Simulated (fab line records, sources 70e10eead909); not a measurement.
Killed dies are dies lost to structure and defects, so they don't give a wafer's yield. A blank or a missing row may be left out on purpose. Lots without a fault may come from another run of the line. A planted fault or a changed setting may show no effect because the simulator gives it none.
fab line records | flow nand_harc
record lots=12 wafers=34 last_day=33
route steps=1302 shown A_STAIRCASE@773 A_SGD_CUT@890 END@1302
lots that met no fault: from a run of the same line without faults
start_h: hours from the record's first day to the start of the lot's first wafer shown | wait_h: hours since the lot's step before | " the same as in the row above | L1.1+2: a row that stands for several wafers | - no value, or no start given | * or withheld: withheld | < > ~ a bound
route shown NAME@n: a module of which the file shows steps, and the number in the route of the first | usual: mean/standard deviation of fault-free wafers | same: alike in all rows | chamber/n: place in a boat | sites: the reading at each site | _std_site: their standard deviation | _edge_site: outer sites' mean less inner sites' | radius_mm: how far each site lies from the wafer's centre | mask NAME#n: copy n | behind: the tool/chamber that last shaped the wafer | hold: why the lot was held/for how many hours/how that ended | device: the transistor (n, p or np) that didn't switch | end of line: the same wafers' tests at the end of the route | a step without rows: its recipe alone | killed: dies lost to structure and defects at the first sort, not the wafer's yield | map: a wafer's dies, x killed, . not, _ none there
set.NAME: the setting as run; set.NAME@STEP: as run at that earlier step | model.NAME: the simulator's own value behind a step, which no gauge read
steps of the route over a sample of lots; a table a step, a row a wafer
services: from which hour (start_h, from the record's first day; less than 0 if before it) a tool's chamber was out of use, for how many hours, and why
## steps
# step NHARC_A_STAIRCASE_DEP_259
# recipe target_thk_a=300 target_thk_nm=30 temp_c=400 pressure_torr=3.5 flow_sccm=200 rf_w=350 material=SiON
# usual heater_power_w=695/75
# columns lot.wafer tool chamber start_h wait_h heater_power_w
L701.1 pecvd-04 0 372.57 1.6 673
L701.3 " 2 " " 654
L701.6 " 0 " " 679
L702.3 pecvd-03 1 395.89 1.0 649
L702.4 " 1 " " 657
L702.6 " 0 " " 624
L703.2 pecvd-04 0 399.27 1.2 717
L703.1 " 2 " " 581
L703.6 " 1 " " 883
L704.3 pecvd-02 0 406.46 0.9 793
L704.2 " 2 " " 690
L704.6 " 2 " " 705
L705.2 pecvd-03 1 437.18 1.3 635
L705.1 " 2 " " 734
L705.4 " 2 " " 707
L706.3 pecvd-04 0 440.94 1.0 744
L706.5 " 1 " " 788
L706.6 " 0 " " 781
L707.3 pecvd-03 2 460.01 1.0 659
L707.5 " 2 " " 662
L707.6 " 1 " " 663
L712.1 pecvd-03 2 507.10 1.6 651
L714.3 pecvd-03 2 516.98 1.0 682
L714.5 " 1 " " 565
L714.6 " 0 " " 630
L720.5 pecvd-04 0 593.38 0.4 668
L720.6 " 1 " " 810
L720.4 " 2 " " 699
L722.3 pecvd-03 2 595.34 1.2 662
L722.5 " 1 " " 700
L722.4 " 0 " " 554
L721.2 pecvd-03 1 598.78 1.2 668
L721.3 " 2 " " 666
L721.5 " 0 " " 566
# step NHARC_A_STAIRCASE_CMP_450
# recipe target_thk_nm=200 material=SiO2
# usual motor_current_A=11.8/0.89 pad_life_wafers=230/110 slurry_flow_ml_min=150.0/0.45
# columns lot.wafer tool chamber start_h wait_h motor_current_A pad_life_wafers slurry_flow_ml_min
L701.3 cmp-02 2 437.63 - 12.5 13 149.8
L701.1 " 0 " " 11.7 15 150.3
L701.6 " 1 " " 10.3 - 149.4
L703.2 cmp-01 0 456.93 - 11.6 270 150.5
L703.1 " 2 " " 11.8 272 150.4
L703.6 " 0 " " 11.2 - 150.2
L702.4 cmp-01 2 459.74 - 12.6 294 149.0
L702.3 " 3 " " 13.7 295 150.7
L702.6 " 3 " " 13.1 - 150.1
L704.2 cmp-04 0 470.15 - 11.6 240 149.8
L704.3 " 3 " " 11.9 243 150.0
L704.6 " 1 " " 12.0 - 150.4
L706.3 cmp-02 3 505.81 - 12.0 247 150.7
L706.5 " 2 " " 11.6 - 150.0
L706.6 " 3 " " 11.9 - 150.4
L705.4 cmp-01 0 513.08 - 11.2 120 149.9
L705.2 " 2 " " 12.2 122 149.5
L705.1 " 3 " " 13.6 123 149.8
L707.3 cmp-01 3 524.58 - 13.8 183 150.5
L707.5 " 0 " " 11.9 - 149.6
L707.6 " 1 " " 11.0 - 149.8
L712.1 cmp-04 2 562.58 - 11.7 265 149.5
L714.3 cmp-02 1 577.71 - 9.5 234 149.6
L714.6 " 1 " " 9.6 - 150.0
L714.5 " 2 " " 12.0 - 150.6
L722.4 cmp-01 2 656.34 - 11.3 265 150.7
L722.3 " 0 " " 10.8 267 150.3
L722.5 " 2 " " 12.6 - 151.1
L721.2 cmp-02 3 656.54 - 11.7 102 150.1
L721.3 " 1 " " 9.6 104 149.8
L721.5 " 0 " " 12.3 - 149.5
L720.4 cmp-04 0 657.54 - 10.7 211 149.5
L720.6 " 3 " " 12.2 - 149.3
L720.5 " 0 " " 11.6 - 149.2
# step NHARC_A_STAIRCASE_ETCHBACK_422
# recipe target_depth_a=400 over_etch_frac=0.3 time_s=74.286 ion_energy_ev=120 ch3f_flow_sccm=50 o2_flow_sccm=30 ar_flow_sccm=200 rf_w=500 bias_w=100 chemistry=CH3F/O2
# usual drypump_motor_current_A=5.7/0.39 o2_flow_sccm=30.02/0.089 oes_product_au=0.96/0.036 rf_vpp_V=243.6/1.8 showerhead_plenum_p_Torr=2.40/0.12 throttle_valve_pct=20.662/0.0089
# same over_etch_frac=0.3
# columns lot.wafer tool chamber start_h wait_h drypump_motor_current_A o2_flow_sccm oes_product_au rf_hours_counter_h rf_vpp_V showerhead_plenum_p_Torr throttle_valve_pct
L701.3 rie_diel-12 2 438.18 0.2 6.0 30.02 0.93 38 245.5 2.54 20.654
L701.1 " 3 " " 5.9 29.88 0.92 52 245.7 2.46 20.675
L701.6 " 1 " " 5.4 29.96 0.91 - 243.9 2.30 20.649
L703.2 rie_diel-12 2 457.46 0.1 6.0 29.88 0.97 0 245.5 2.54 20.645
L703.1 " 3 " " 5.9 29.98 1.00 0 246.0 2.46 20.658
L703.6 " 2 " " 6.0 30.09 0.98 - 244.2 2.54 20.676
L702.4 rie_diel-12 1 460.32 0.2 5.4 30.18 0.99 1 240.0 2.29 20.669
L702.3 " 2 " " 5.9 30.01 0.96 1 246.2 2.54 20.663
L702.6 " 3 " " 5.9 29.93 0.98 - 244.1 2.46 20.687
L704.2 rie_diel-03 1 470.70 0.2 5.3 30.15 0.98 0 244.6 2.52 20.665
L704.3 " 3 " " 5.3 29.96 1.00 0 247.2 2.63 20.656
L704.6 " 0 " " 5.5 30.02 0.98 - 241.1 2.36 20.644
L706.3 rie_diel-03 3 506.43 0.2 5.3 29.91 1.00 9 247.2 2.63 20.664
L706.6 " 0 " " 5.5 30.01 0.99 - 241.8 2.36 20.653
L706.5 " 1 " " 5.3 29.97 1.01 - 244.8 2.52 20.650
L705.2 rie_diel-12 2 513.62 0.1 6.0 30.05 0.92 16 246.3 2.53 20.661
L705.1 " 0 " " 5.6 30.08 0.94 16 242.5 2.31 20.644
L705.4 " 0 " " 5.6 30.15 0.94 - 243.2 2.31 20.658
L707.3 rie_diel-12 1 525.11 0.2 5.4 29.96 1.00 23 241.7 2.29 20.657
L707.6 " 3 " " 5.9 29.99 0.99 - 244.6 2.45 20.643
L707.5 " 0 " " 5.6 30.12 1.01 - 242.5 2.31 20.648
L712.1 rie_diel-12 1 563.11 0.2 5.5 30.17 0.93 36 243.2 2.28 20.669
L714.3 rie_diel-13 2 578.26 0.2 6.6 29.87 0.93 15 243.3 2.37 20.663
L714.5 " 1 " " 5.3 30.06 0.93 - 242.9 2.31 20.671
L714.6 " 2 " " 6.6 30.04 0.93 - 244.4 2.37 20.672
L722.4 rie_diel-13 3 656.88 0.1 5.5 30.03 0.92 36 242.8 2.30 20.670
L722.3 " 1 " " 5.4 29.97 0.93 50 244.3 2.30 20.664
L722.5 " 2 " " 6.5 29.91 0.92 - 243.8 2.36 20.654
L721.2 rie_diel-13 1 657.08 0.1 5.4 30.06 0.92 50 241.4 2.30 20.662
L721.3 " 2 " " 6.6 30.01 0.93 49 242.6 2.36 20.670
L721.5 " 1 " " 5.4 30.09 0.93 - 243.1 2.30 20.677
L720.4 rie_diel-13 3 658.10 0.2 5.5 29.94 0.92 36 243.0 2.30 20.671
L720.6 " 0 " " 5.5 30.01 0.92 - 246.4 2.62 20.668
L720.5 " 1 " " 5.3 29.95 0.94 - 242.1 2.30 20.668
# step NHARC_A_SGD_CUT_DEP_00
# recipe target_thk_a=500 temp_c=400 target_thk_nm=50 flow_sccm=200 rf_w=450 material=SiNx
# usual heater_power_w=681/85
# columns lot.wafer tool chamber start_h wait_h heater_power_w
L701.3 pecvd-04 0 439.49 0.1 744
L701.1 " 1 " " 859
L701.6 " 0 " " 743
L703.2 pecvd-01 0 459.02 0.3 757
L703.1 " 1 " " 732
L703.6 " 0 " " 764
L702.3 pecvd-03 1 461.62 0.1 539
L702.4 " 1 " " 538
L702.6 " 2 " " 621
L704.3 pecvd-03 0 472.00 0.1 596
L704.2 " 2 " " 730
L704.6 " 1 " " 605
L706.3 pecvd-04 2 507.88 0.2 644
L706.6 " 0 " " 694
L706.5 " 2 " " 663
L705.2 pecvd-01 0 515.04 0.1 834
L705.1 " 1 " " 682
L705.4 " 1 " " 664
L707.3 pecvd-03 2 526.40 0.1 712
L707.6 " 2 " " 727
L707.5 " 1 " " 590
L712.1 pecvd-01 0 564.48 0.1 741
L714.3 pecvd-01 1 579.59 0.1 721
L714.6 " 1 " " 715
L714.5 " 2 " " 657
L722.3 pecvd-03 2 658.18 0.1 613
L722.4 " 0 " " 532
L722.5 " 1 " " 680
L721.3 pecvd-04 0 658.43 0.1 734
L721.2 " 1 " " 789
L721.5 " 0 " " 732
L720.4 pecvd-01 1 659.47 0.1 749
L720.6 " 2 " " 679
L720.5 " 0 " " 849
# step NHARC_A_SGD_CUT_DESCUM_14
# recipe time_s=3 o2_flow_sccm=200 ar_flow_sccm=0 bias_power_w=0 chemistry=O2
# usual drypump_motor_current_A=5.8/0.46 o2_flow_sccm=200.0/0.57 oes_product_au=1.001/0.0097 rf_vpp_V=57.9/0.92 showerhead_plenum_p_Torr=1.96/0.068 throttle_valve_pct=11.312/0.009
# same bias_power_w=0
# columns lot.wafer tool chamber start_h wait_h hold drypump_motor_current_A o2_flow_sccm oes_product_au rf_hours_counter_h rf_vpp_V showerhead_plenum_p_Torr throttle_valve_pct
L701.3 rie_diel-05 1 440.25 0.1 - 6.3 200.1 1.011 1 58.1 1.95 11.316
L701.1 " 2 " " - 5.5 200.2 0.995 1 59.1 1.98 11.324
L701.6 " 2 " " - 5.5 199.7 0.991 - 59.6 1.98 11.319
L703.2 rie_diel-06 3 459.92 0.1 - 5.3 199.4 1.008 12 58.8 2.01 11.310
L703.1 " 2 " " - 6.2 200.0 1.006 12 56.9 2.01 11.305
L703.6 " 0 " " - 6.5 200.4 0.978 - 59.2 1.84 11.315
L702.3 rie_diel-05 0 462.53 0.1 - 5.5 199.8 1.014 2 56.5 1.88 11.326
L702.4 " 3 " " - 5.3 200.7 0.993 2 57.1 1.86 11.298
L702.6 " 1 " " - 6.3 199.9 0.998 - 58.2 1.95 11.299
L704.2 rie_diel-05 2 472.80 0.1 - 5.5 200.3 1.008 3 56.7 1.98 11.335
L704.3 " 3 " " - 5.4 200.3 0.995 2 57.2 1.86 11.299
L704.6 " 1 " " - 6.3 200.5 1.002 - 56.5 1.95 11.333
L706.3 rie_diel-04 1 508.79 0.1 - 6.2 200.6 1.011 - 57.4 2.01 11.297
L706.6 " 0 " " - 5.1 199.1 0.999 - 57.5 2.03 11.315
L706.5 " 1 " " - 6.2 199.2 1.001 - 58.0 2.01 11.313
L705.2 rie_diel-06 2 515.79 0.1 - 6.1 200.4 1.021 2 58.5 2.01 11.312
L705.4 " 3 " " - 5.3 200.9 1.005 2 57.6 2.01 11.303
L705.1 " 0 " " - 6.4 199.5 1.007 2 57.9 1.84 11.305
L707.3 rie_diel-06 2 527.32 0.1 - 6.2 198.5 1.008 4 57.2 2.01 11.301
L707.5 " 1 " " - 5.7 199.1 0.988 - 58.2 2.02 11.316
L707.6 " 2 " " - 6.2 198.5 1.004 - 59.2 2.01 11.305
L712.1 rie_diel-06 1 566.75 1.4 await_dispo/1.1h/release 5.7 200.0 0.996 8 58.6 2.02 11.305
L714.3 rie_diel-06 2 582.86 2.3 await_dispo/2.2h/release 6.1 200.3 1.012 9 58.1 2.01 11.315
L714.5 " 1 " " await_dispo/2.2h/release 5.7 198.8 0.990 - 58.1 2.02 11.300
L714.6 " 2 " " await_dispo/2.2h/release 6.1 198.8 1.013 - 59.3 2.01 11.312
L722.3 rie_diel-05 2 659.34 0.1 - 5.5 199.6 1.006 2 58.3 1.98 11.314
L722.4 " 1 " " - 6.3 200.4 1.002 - 56.2 1.94 11.315
L722.5 " 2 " " - 5.5 200.2 1.004 - 57.1 1.98 11.305
L721.3 rie_diel-04 1 659.36 0.1 - 6.2 199.2 1.006 6 57.5 2.00 11.311
L721.2 " 0 " " - 5.1 199.6 1.010 6 58.0 2.03 11.322
L721.5 " 2 " " - 5.4 200.4 1.010 - 57.2 2.02 11.308
L720.4 rie_diel-05 2 660.20 0.1 - 5.5 200.1 0.998 - 57.8 1.98 11.321
L720.6 " 3 " " - 5.3 199.7 0.984 - 57.0 1.86 11.319
L720.5 " 1 " " - 6.3 198.9 0.986 - 58.9 1.94 11.308
# step NHARC_END_SORT_01
# recipe temp_c=25
# usual killed_at_array=52/18 killed_at_other=1.2/1.5 killed_at_periphery=4/3.2 killed_dies=57/17 killed_open=3.1/1.9 killed_short=2.5/1.7
# same gross_dies=677
# columns lot.wafer tool chamber start_h wait_h killed_at_array killed_at_other killed_at_periphery killed_dies killed_open killed_short
L714.3 prober-02 0 708.77 3.1 101 0 1 102 1 1
L714.5 prober-02 0 710.36 3.7 42 0 2 44 4 3
L714.6 prober-02 0 711.16 4.0 33 0 2 35 2 2
L712.1 prober-01 0 712.55 2.5 99 0 11 110 2 3
# killed by level:class
L714.3 A_STAIRCASE:unspecified=69 A_CHANNEL_HOLE_D2:chamber_film_flake=14 A_CHANNEL_HOLE_D1:chamber_film_flake=9 A_STAIRCASE:chamber_film_flake=3 A_SLIT:chamber_film_flake=2 A_ONON_D1:geometric_particle:short=1 A_ONON_D2:geometric_particle:open=1 P_CONTACT:chamber_film_flake=1
L714.5 A_CHANNEL_HOLE_D2:chamber_film_flake=17 A_CHANNEL_HOLE_D1:chamber_film_flake=5 A_CONTACT:chamber_film_flake=4 A_ZERO_WELL:chamber_film_flake=3 A_CHANNEL_FILL_D1:chamber_film_flake=3 A_SLIT:chamber_film_flake=2 A_ONON_D1:geometric_particle:short=1 A_DECK1_JOINT:geometric_particle:short=1
L714.6 A_CHANNEL_HOLE_D2:chamber_film_flake=19 A_CHANNEL_HOLE_D1:chamber_film_flake=3 A_CONTACT:chamber_film_flake=3 A_DECK1_JOINT:geometric_particle:short=2 A_SLIT:chamber_film_flake=2 P_M0:geometric_particle:open=1 A_M0:geometric_particle:open=1 P_ZERO_WELL:chamber_film_flake=1
L712.1 A_STAIRCASE:unspecified=70 A_CHANNEL_HOLE_D1:chamber_film_flake=14 P_GATE:chamber_film_flake=6 A_SLIT:chamber_film_flake=5 P_M0:chamber_film_flake=2 A_DECK1_JOINT:chamber_film_flake=2 A_WL_FILL:chamber_film_flake=2 A_CONTACT:chamber_film_flake=2
## services
# columns tool chamber start_h hours kind
pecvd-03 - 374.25 13.0 pm
cmp-01 - 376.20 0.6 repair
cmp-01 - 381.50 4.0 pm
rie_diel-05 - 406.60 9.0 pm
rie_diel-12 2 406.71 10.1 repair
rie_diel-05 - 422.92 0.5 repair
pecvd-03 1 427.09 3.8 repair
pecvd-04 2 445.47 17.1 repair
rie_diel-12 - 445.56 9.0 pm
pecvd-04 - 450.00 13.0 pm
pecvd-03 2 456.21 3.7 repair
cmp-01 - 479.50 4.0 pm
cmp-01 - 498.05 0.9 repair
pecvd-04 1 506.90 3.7 repair
rie_diel-12 0 526.03 5.7 repair
rie_diel-12 0 536.48 5.4 repair
rie_diel-05 1 545.71 4.2 repair
cmp-01 - 550.88 32.5 repair
rie_diel-05 1 552.08 10.0 repair
pecvd-03 - 555.42 13.0 pm
rie_diel-05 0 572.87 14.0 repair
rie_diel-12 - 590.55 0.9 repair
rie_diel-12 - 625.27 9.0 pm
pecvd-04 - 631.00 13.0 pm
## key
first_sign step=NHARC_END_SORT_01 reading=killed_dies direction=up sigmas=2.9 usual=57 struck=106
effect step=NHARC_END_SORT_01 reading=killed_at_array direction=up sigmas=2.7 usual=52 struck=100
more_kills_born_at NHARC_A_STAIRCASE_DEP_259@pecvd-03=139
met_at NHARC_A_STAIRCASE_DEP_259
struck_lots L712,L714
struck_wafers L712.1,L714.3
tester_left_out L712,L714
not_acting_at NHARC_A_STAIRCASE_CMP_450,NHARC_A_STAIRCASE_ETCHBACK_422,NHARC_A_SGD_CUT_DEP_00
onset_between 460.01 507.10
fault kind=chamber_particle_source tool=pecvd-03 chamber=2 onset_h=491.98 steps=NHARC_A_STAIRCASE_DEP_259 rate_per_visit_cm2=0.50317 end_h=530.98
# tester_left_out: of these lots the tester's yield and bins aren't shown, on N5 and GAA mostly nor the transistor test; their killed dies are dies lost to structure and defects alone, not to doping, threshold or leakage, so they don't give the yield
